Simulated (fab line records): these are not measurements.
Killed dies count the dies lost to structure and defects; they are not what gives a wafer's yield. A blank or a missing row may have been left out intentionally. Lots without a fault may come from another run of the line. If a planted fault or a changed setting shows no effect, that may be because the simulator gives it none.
What tool caused it? / flow nand-harc / 6 lots, 18 wafers sampled, at 5 steps of a route of 1302

== WHAT THE GAUGES READ, wafer by wafer ==
NHARC_END_SORT_01.
lot=L878; measured=day 28 20:43; on=prober-02; killed-at-array=667 668 670
lot=L876; measured=day 29 17:01; on=prober-01; killed-at-array=676 672 674

== EACH LOT AND THE TOOL THAT RAN IT (in order: tool; ch and the chambers of the sampled wafers; start) ==
lot=L869; NHARC_A_STAIRCASE_ETCH_199=rie-diel-03 ch 1,3, day 17 23:02 or earlier; NHARC_A_STAIRCASE_TRIM_224=rie-diel-04 ch 1,2, day 17 23:02 or earlier; NHARC_A_STAIRCASE_ETCH_232=rie-diel-04 ch 1,2,3, day 17 23:02; NHARC_A_STAIRCASE_ETCH_253=rie-diel-03 ch 0,1,2, day 18 01:15
lot=L872; NHARC_A_STAIRCASE_ETCH_199=rie-diel-04 ch 0,2, day 18 17:38 or earlier; NHARC_A_STAIRCASE_TRIM_224=rie-diel-03 ch 0,1, day 18 17:38 or earlier; NHARC_A_STAIRCASE_ETCH_232=rie-diel-11 ch 1,2, day 18 17:38; NHARC_A_STAIRCASE_ETCH_253=rie-diel-04 ch 0,1, day 18 19:55
lot=L878; NHARC_A_STAIRCASE_ETCH_199=rie-diel-11 ch 0,3, day 20 09:54 or earlier; NHARC_A_STAIRCASE_TRIM_224=rie-diel-04 ch 0,1, day 20 09:54 or earlier; NHARC_A_STAIRCASE_ETCH_232=rie-diel-04 ch 0,1,3, day 20 09:54; NHARC_A_STAIRCASE_ETCH_253=rie-diel-11 ch 2,3, day 20 12:27
lot=L876; NHARC_A_STAIRCASE_ETCH_199=rie-diel-11 ch 0,2, day 20 13:29 or earlier; NHARC_A_STAIRCASE_TRIM_224=rie-diel-11 ch 0,2,3, day 20 13:29 or earlier; NHARC_A_STAIRCASE_ETCH_232=rie-diel-11 ch 2,3, day 20 13:29; NHARC_A_STAIRCASE_ETCH_253=rie-diel-03 ch 1,2,3, day 20 15:44
lot=L886; NHARC_A_STAIRCASE_ETCH_199=rie-diel-03 ch 0,1, day 24 20:22 or earlier; NHARC_A_STAIRCASE_TRIM_224=rie-diel-11 ch 0,3, day 24 20:22 or earlier; NHARC_A_STAIRCASE_ETCH_232=rie-diel-11 ch 0,1, day 24 20:22; NHARC_A_STAIRCASE_ETCH_253=rie-diel-04 ch 0,2,3, day 24 22:41
lot=L889; NHARC_A_STAIRCASE_ETCH_199=rie-diel-04 ch 1,2, day 25 16:04 or earlier; NHARC_A_STAIRCASE_TRIM_224=rie-diel-04 ch 0,1, day 25 16:04 or earlier; NHARC_A_STAIRCASE_ETCH_232=rie-diel-11 ch 0,3, day 25 16:04; NHARC_A_STAIRCASE_ETCH_253=rie-diel-04 ch 0,2,3, day 25 18:12
- NHARC_A_STAIRCASE_ETCH_199: etches the open film in C4F8/O2, target depth 100 nm, time 40.5 s.
- NHARC_A_STAIRCASE_TRIM_224: chemistry O2, time 211.2 s.
- NHARC_A_STAIRCASE_ETCH_232: etches the open film in C4F8/O2, target depth 100 nm, time 40.5 s.
- NHARC_A_STAIRCASE_ETCH_253: etches the open film in C4F8/O2, target depth 50 nm, time 20.2 s.

== THE ANSWER, worked out from the rows above alone ==
Rule: the usual values come from the lots themselves. The widest of any qualifying gaps counts: lots, ordered by their means at a reading, are off when they make up no more than a third of the lots, leave a main group of 4 or more, and stand apart from it by 3 or more times the standard deviation of that group's means. The tables above print the reading to a certain number of digits; a main group whose means all agree to those digits is not used. A lot without any number at a reading at which 4 lots or more have one is off too. All remaining lots with rows at the step are treated as sound.
None of the lots is off at any reading shown; this tells nothing.

== WHAT HAD BEEN PUT IN BY THE SIMULATOR ==
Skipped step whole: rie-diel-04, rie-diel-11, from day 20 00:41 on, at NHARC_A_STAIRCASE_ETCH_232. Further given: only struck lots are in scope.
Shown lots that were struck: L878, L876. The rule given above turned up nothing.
